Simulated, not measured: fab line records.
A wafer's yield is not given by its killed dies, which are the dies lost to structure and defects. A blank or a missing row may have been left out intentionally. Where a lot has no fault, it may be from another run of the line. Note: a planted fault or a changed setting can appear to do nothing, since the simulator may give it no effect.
Matching of chambers :: flow nand harc :: rie diel-11 running NHARC_A_CHANNEL_FILL_D2_STRIP_29: 4 sister chambers
The step strips in O2, time 20 s. 8 wafers are shown with their chamber, then 9 later ones without.

== WAFERS PAIRED WITH THEIR CHAMBERS ==
wafer: L126.2
chamber: 2
drypump motor current A (A): 5.6
oes product au (a.u.): 1.008

wafer: L130.5
chamber: 1
drypump motor current A (A): 6.5
oes product au (a.u.): 0.998

wafer: L131.4
chamber: 1
drypump motor current A (A): 6.6
oes product au (a.u.): 1.003

wafer: L141.2
chamber: 3
drypump motor current A (A): 6.4
oes product au (a.u.): 1.016

wafer: L141.6
chamber: 0
drypump motor current A (A): 5.7
oes product au (a.u.): 1.012

wafer: L142.1
chamber: 2
drypump motor current A (A): 5.6
oes product au (a.u.): 1.015

wafer: L142.5
chamber: 0
drypump motor current A (A): 5.7
oes product au (a.u.): 1.011

wafer: L142.6
chamber: 3
drypump motor current A (A): 6.4
oes product au (a.u.): 1.005

== WAFERS WHOSE CHAMBER IS MISSING ==
wafer: L145.1
drypump motor current A (A): 6.6
oes product au (a.u.): 0.998

wafer: L145.2
drypump motor current A (A): 6.4
oes product au (a.u.): 1.013

wafer: L145.4
drypump motor current A (A): 5.7
oes product au (a.u.): 1.010

wafer: L144.1
drypump motor current A (A): 6.4
oes product au (a.u.): 1.023

wafer: L144.3
drypump motor current A (A): 6.5
oes product au (a.u.): 1.006

wafer: L144.5
drypump motor current A (A): 5.7
oes product au (a.u.): 1.008

wafer: L146.1
drypump motor current A (A): 6.5
oes product au (a.u.): 0.995

wafer: L146.4
drypump motor current A (A): 5.7
oes product au (a.u.): 1.005

wafer: L146.6
drypump motor current A (A): 6.4
oes product au (a.u.): 1.019

== WHICH CHAMBER EACH ONE RAN IN ==
wafer: L145.1
from the rows above: 1
in truth: 1

wafer: L145.2
from the rows above: 3
in truth: 3

wafer: L145.4
from the rows above: 0
in truth: 0

wafer: L144.1
from the rows above: 3
in truth: 3

wafer: L144.3
from the rows above: can't be placed: 1 or 3
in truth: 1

wafer: L144.5
from the rows above: 0
in truth: 0

wafer: L146.1
from the rows above: 1
in truth: 1

wafer: L146.4
from the rows above: can't be placed: 0 or 2
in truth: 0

wafer: L146.6
from the rows above: 3
in truth: 3
Placed correctly: 7 of 9. Unplaceable from these rows: 2, with the true chamber sitting among the candidates in 2. Placed wrongly: 0.
How it was worked out, from the rows above alone: a wafer's distance from a chamber is the root of the sum, over the readings, of the square of ((its reading less the chamber's mean) divided by the reading's scatter). The wafer belongs to the nearest chamber; if the next one is less than 2 further off, it can't be placed. Each chamber's mean is taken over the wafers shown for it. The scatter is the square root of a quotient: the sum, over the shown wafers, of each reading's squared deviation from its chamber's mean, divided by wafers minus chambers.
